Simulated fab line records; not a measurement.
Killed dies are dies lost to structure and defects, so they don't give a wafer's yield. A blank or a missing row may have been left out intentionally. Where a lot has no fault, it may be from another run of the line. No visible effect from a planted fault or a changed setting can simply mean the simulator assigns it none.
Chamber matching    flow n5_finfet    4 sister chambers for N5_STI_FIN_REVEAL_ALD_14 on ald_sin-03
The step deposits Si3N4, target thk 3 nm. 16 wafers are shown with their chamber, then 8 later ones without.

## EACH WAFER AND ITS CHAMBER
wafer   chamber  heater_power_outer_w (W)  heater_power_w (W)
L076.2  0        558                       812
L076.5  3        558                       870
L076.6  2        498                       847
L078.2  0        579                       821
L078.5  1        615                       945
L078.6  0        561                       816
L083.1  0        561                       852
L083.5  2        509                       845
L083.6  3        564                       877
L086.2  0        553                       830
L086.3  1        618                       935
L086.6  3        534                       829
L087.2  3        534                       798
L087.4  2        481                       816
L087.5  0        532                       834
L090.1  1        601                       967

SIGNATURES (averages over the wafers above)
reading               chamber 0  chamber 1  chamber 2  chamber 3  scatter within a chamber
heater_power_outer_w  557.33     611.33     496.00     547.50     14.3
heater_power_w        827.50     949.00     836.00     843.50     22.9
Rule: for a wafer and a chamber, the distance is found by dividing, reading by reading, the gap between the wafer's reading and the chamber's mean by the reading's scatter, squaring, summing and taking the root. The wafer belongs to the nearest chamber; if the next one is less than 2 further off, it can't be placed. How the scatter is found: for the shown wafers, subtract from each reading the mean of its chamber, square and add these, divide the total by (wafers less chambers), then take the root.

## WAFERS WHOSE CHAMBER IS MISSING
wafer   heater_power_outer_w (W)  heater_power_w (W)
L090.5  479                       808
L090.6  633                       933
L091.2  561                       852
L091.5  533                       822
L091.6  545                       839
L093.1  484                       802
L093.3  551                       829
L093.6  555                       809

## EACH ONE'S CHAMBER
wafer   from the rows above           in truth
L090.5  2                             2
L090.6  1                             1
L091.2  can't be placed: 3 or 0       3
L091.5  can't be placed: 3 or 0 or 2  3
L091.6  can't be placed: 3 or 0       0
L093.1  2                             2
L093.3  can't be placed: 0 or 3       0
L093.6  can't be placed: 0 or 3       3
Correctly placed: 3 of 8. Unplaceable from these rows: 5, with the true chamber sitting among the candidates in 5. Number placed wrongly: 0.
